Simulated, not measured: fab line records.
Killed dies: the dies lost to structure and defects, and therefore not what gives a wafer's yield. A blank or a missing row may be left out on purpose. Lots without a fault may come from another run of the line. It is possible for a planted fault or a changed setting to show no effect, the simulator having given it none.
Split-lot study ; flow n5Finfet ; route with 1938 steps; 7 lots, 21 wafers read

SPLIT DETAILS
At N5_WELL_APT_PEB_23 (peb time 90 s), the setting pebTempC was moved away from the recipe's 130 C on 8 of the 21 wafers read, by -2.5% to +0.8%. The other wafers ran this setting at the recipe's value.

FROM THE SPLIT TO THE READING: what the file shows between them, 2 steps
- N5_WELL_APT_DEVELOP_24: develop time 45 s
- N5_WELL_APT_HARDBAKE_29: time 120 s

THE READING
cdNm (nm) at N5_WELL_APT_CD_MEAS_25, where the cd target is 200 nm. On this fab line, fault-free wafers typically give 201.0 nm with a standard deviation of 2.1 nm.

wafer;tool, chamber at the split;pebTempC as run, C;against the recipe;cdNm, nm;against lot-mates on the recipe
L085.1;lithoTrack-03, 0;131;+0.8%;198.7;-2.0
L085.2;lithoTrack-03, 0;130;recipe;200.7;-
L085.6;lithoTrack-03, 0;131;+0.8%;204.1;+3.4
L086.1;lithoTrack-04, 0;130;recipe;201.0;-
L086.2;lithoTrack-04, 0;130;recipe;202.8;-
L086.5;lithoTrack-04, 0;130;recipe;201.7;-
L088.1;lithoTrack-04, 0;130;recipe;203.8;-
L088.2;lithoTrack-04, 0;130;recipe;201.8;-
L088.3;lithoTrack-04, 0;130;recipe;203.3;-
L090.1;lithoTrack-03, 0;130;recipe;200.1;-
L090.2;lithoTrack-03, 0;127.9;-1.6%;187.3;-12.8
L090.3;lithoTrack-03, 0;127.9;-1.6%;188.5;-11.6
L091.3;lithoTrack-01, 0;128.8;-0.9%;193.3;-9.7
L091.4;lithoTrack-01, 0;128.8;-0.9%;193.7;-9.3
L091.6;lithoTrack-01, 0;130;recipe;203.0;-
L094.2;lithoTrack-03, 0;130;recipe;200.5;-
L094.5;lithoTrack-03, 0;126.8;-2.5%;177.1;-21.7
L094.6;lithoTrack-03, 0;130;recipe;197.1;-
L096.3;lithoTrack-03, 0;130;recipe;201.0;-
L096.4;lithoTrack-03, 0;127.7;-1.8%;187.4;-8.6
L096.5;lithoTrack-03, 0;130;recipe;191.0;-

FIT RESULTS
A straight line over all 21 wafers: cdNm changes by +7.55 nm for each +1% of pebTempC; r = +0.89; the points scatter about the line by 3.4 nm.
The same after taking each lot's own level away (the mean of its wafers on the recipe; 21 wafers): +6.93 nm for each +1%; r = +0.90; scatter 2.9 nm.
On that fit, the largest move of pebTempC shifts the reading by 17 nm.
Measured against the standard deviation above, the lots' own levels, which go from 196.00 to 203.00 nm, span 3.3 times it.
Hence the lot-to-lot level has little effect on the slope; both slopes agree.
Check: with one of the wafers moved furthest among these (-2.5%) left out of the fit, the line predicts -15.9 nm for it against its lot-mates. Against them it came out at -21.7 nm.

OTHER SPLITS ON THESE WAFERS
Note: prior to the reading, these wafers also went through further splits. Each is held against what the fit with the lots' levels taken away leaves over:
other split on the same wafers;wafers away from the commonest value;r with cdNm (lot level and that fit taken away)
N5_WELL_APT_COAT_02 spinRpm;9;+0.23
N5_WELL_APT_EXPOSE_22 doseMj;2;+0.63

THE WHOLE CHAIN: every reading that the file lists as answering this split, in the file's order
step;what it does;reading;change (the file's fit);r (the file's)
N5_WELL_APT_CD_MEAS_25;target cd 200 nm;cdNm;+7.39 nm for each +1% of the setting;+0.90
N5_WELL_APT_DESCUM_30;chemistry O2, time 7.9 s;WELL_APT.cdNm (the simulator's own value, which no gauge read);+7.4 nm for each +1% of the setting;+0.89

FILE'S OWN FIT
cdNm changes by +7.39 nm for each +1% of pebTempC, r = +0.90.
